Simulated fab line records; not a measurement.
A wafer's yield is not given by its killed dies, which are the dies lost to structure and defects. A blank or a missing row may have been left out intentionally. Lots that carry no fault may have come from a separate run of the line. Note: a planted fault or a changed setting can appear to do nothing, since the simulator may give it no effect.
One fault through the eyes of 2 desks || flow nand-harc || each desk holds nothing but its own numbers, with what lay behind them at the end

THE METROLOGY DESK
Means of the sampled wafers that have a number, per lot and without regard to the tool the lot ran on: this is what the gauges read. If a lot's mean is further than 4 standard deviations from the usual mean, the lot is out of limits and carries the mark OUT (the distance appears in the brackets).
Columns: A = cd-nm at NHARC_A_CHANNEL_HOLE_D2_CD_MEAS_31, usual 89.9 nm; B = thk-nm at NHARC_A_CHANNEL_FILL_D2_THK_MEAS_06, usual 5.1 nm
{"lot": "L282", "first seen here": "day 13 21:08", "A": 88.9, "B": 5.5}
{"lot": "L284", "first seen here": "day 14 21:31", "A": 90.2, "B": 5.1}
{"lot": "L285", "first seen here": "day 15 12:31", "A": 88.3, "B": 5.3}
{"lot": "L293", "first seen here": "day 18 08:14", "A": 91.8, "B": 4.8}
{"lot": "L295", "first seen here": "day 19 10:03", "A": 88.6, "B": 5.3}
This desk's finding: nothing out of limits on any of the 5 lots.

THE DEFECT DESK
Lot by lot, what the route's inspections counted, given as the mean of those sampled wafers with a number. If a lot's mean is further than 4 standard deviations from the usual mean, the lot is out of limits and carries the mark OUT (the distance appears in the brackets).
Columns: A = raw-defect-count at NHARC_A_CHANNEL_HOLE_D2_INSPECT_40, usual 266
{"lot": "L282", "first seen here": "day 13 21:19", "A": 272}
{"lot": "L284", "first seen here": "day 14 21:43", "A": 332}
{"lot": "L285", "first seen here": "day 15 12:41", "A": 376}
{"lot": "L293", "first seen here": "day 18 08:27", "A": 242}
{"lot": "L295", "first seen here": "day 19 10:14", "A": 373}
This desk's finding: nothing out of limits on any of the 5 lots.

PUT TOGETHER
Metrology desk: nothing out of limits seen.
Nothing the defect desk looked at was out of limits.

WHAT THE SIMULATOR PUT IN
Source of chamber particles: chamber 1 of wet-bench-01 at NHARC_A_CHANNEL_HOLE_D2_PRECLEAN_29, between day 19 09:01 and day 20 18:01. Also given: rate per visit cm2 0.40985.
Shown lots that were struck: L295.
